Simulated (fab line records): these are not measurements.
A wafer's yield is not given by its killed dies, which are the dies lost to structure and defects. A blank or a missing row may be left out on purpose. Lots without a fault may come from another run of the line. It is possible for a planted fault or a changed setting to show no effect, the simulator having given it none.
Split-lot study	flow n5Finfet	7 lots, 21 wafers read, on a route of 1938 steps

SPLIT DETAILS
At N5_HKMG_FIN_ETCH_58 (etches SOC in N2/H2, target depth 215.8 nm, time 741 s), the setting sourceW was moved away from the recipe's 875 W on 6 of the 21 wafers read, by -14.8% to +13.6%. The other wafers ran this setting at the recipe's value.

The reading is taken at the split's own step.

THE READING
rfVppV, in V, at N5_HKMG_FIN_ETCH_58 (etches SOC in N2/H2, target depth 215.8 nm, time 741 s). Fault-free wafers of this fab line usually give 99.1 V, standard deviation 0.9 V.

wafer	tool, chamber at the split	sourceW as run, W	against the recipe	rfVppV, V	against lot-mates on the recipe
L075.1	rieDiel-03, 3	875	recipe	98.7	-
L075.2	rieDiel-03, 2	875	recipe	100.1	-
L075.3	rieDiel-03, 0	993.7	+13.6%	95.7	-3.7
L077.1	rieDiel-05, 3	875	recipe	99.2	-
L077.2	rieDiel-05, 0	875	recipe	99.5	-
L077.5	rieDiel-05, 0	875	recipe	100.2	-
L085.1	rieDiel-04, 0	875	recipe	99.7	-
L085.3	rieDiel-04, 2	875	recipe	100.0	-
L085.4	rieDiel-04, 0	835.1	-4.6%	100.6	+0.8
L088.2	rieDiel-03, 1	745.3	-14.8%	103.9	+3.8
L088.3	rieDiel-03, 0	875	recipe	100.1	-
L088.6	rieDiel-03, 2	745.3	-14.8%	104.9	+4.8
L091.2	rieDiel-04, 2	875	recipe	99.4	-
L091.3	rieDiel-04, 3	875	recipe	97.8	-
L091.6	rieDiel-04, 2	875	recipe	96.9	-
L092.1	rieDiel-05, 2	987.5	+12.9%	94.2	-5.8
L092.3	rieDiel-05, 3	875	recipe	100.0	-
L092.4	rieDiel-05, 3	987.5	+12.9%	96.4	-3.6
L097.2	rieDiel-03, 1	875	recipe	99.5	-
L097.5	rieDiel-03, 3	875	recipe	99.5	-
L097.6	rieDiel-03, 2	875	recipe	99.5	-

THE FIT
A straight line over all 21 wafers: rfVppV changes by -0.317 V for each +1% of sourceW; r = -0.93; the points scatter about the line by 0.9 V.
The same after taking each lot's own level away (the mean of its wafers on the recipe; 21 wafers): -0.309 V for each +1%; r = -0.95; scatter 0.7 V.
On that fit, the largest move of sourceW shifts the reading by 4.6 V.
The lots' own levels span 98.03 to 100.10 V, that is 2.3 times the standard deviation above.
So the lot-to-lot level changes the slope little: the two slopes agree.
Check: with one of the wafers moved furthest among these (-14.8%) left out of the fit, the line predicts +4.74 V for it against its lot-mates. It came out at +3.8 V against them.
Tool readings at the split's step, against how far the setting was moved: rfVppV r = -0.93.

OTHER SPLITS ON THESE WAFERS
Before the reading, these wafers also passed through other splits. Each is held against what the fit with the lots' levels taken away leaves over:
other split on the same wafers	wafers away from the commonest value	r with rfVppV (lot level and that fit taken away)
N5_HKMG_FIN_ETCH_55 timeS	8	+0.22

THE WHOLE CHAIN: every reading that the file lists as answering this split, in the file's order
step	what it does	reading	change (the file's fit)	r (the file's)
N5_HKMG_FIN_ETCH_58	etches SOC in N2/H2, target depth 215.8 nm, time 741 s	rfVppV	-0.3 V for each +1% of the setting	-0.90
N5_HKMG_FIN_ETCH_58	etches SOC in N2/H2, target depth 215.8 nm, time 741 s	HKMG_FIN.featureDepthNm (the simulator's own value, which no gauge read)	+2.04 nm for each +1% of the setting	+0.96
N5_HKMG_FIN_ETCH_58	etches SOC in N2/H2, target depth 215.8 nm, time 741 s	SOC_of_HKMG_FIN_COAT_41.thkNm (the simulator's own value, which no gauge read)	-2.04 nm for each +1% of the setting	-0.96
N5_HKMG_FIN_ETCH_58	etches SOC in N2/H2, target depth 215.8 nm, time 741 s	etch.depthNm (the simulator's own value, which no gauge read)	+2.04 nm for each +1% of the setting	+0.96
N5_HKMG_FIN_STRIP_93	strips SOC in N2/H2, time 20 s	SOC_of_HKMG_FIN_COAT_41.thkNm (the simulator's own value, which no gauge read)	-2.06 nm for each +1% of the setting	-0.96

FILE'S OWN FIT
rfVppV changes by -0.3 V for each +1% of sourceW, r = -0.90.
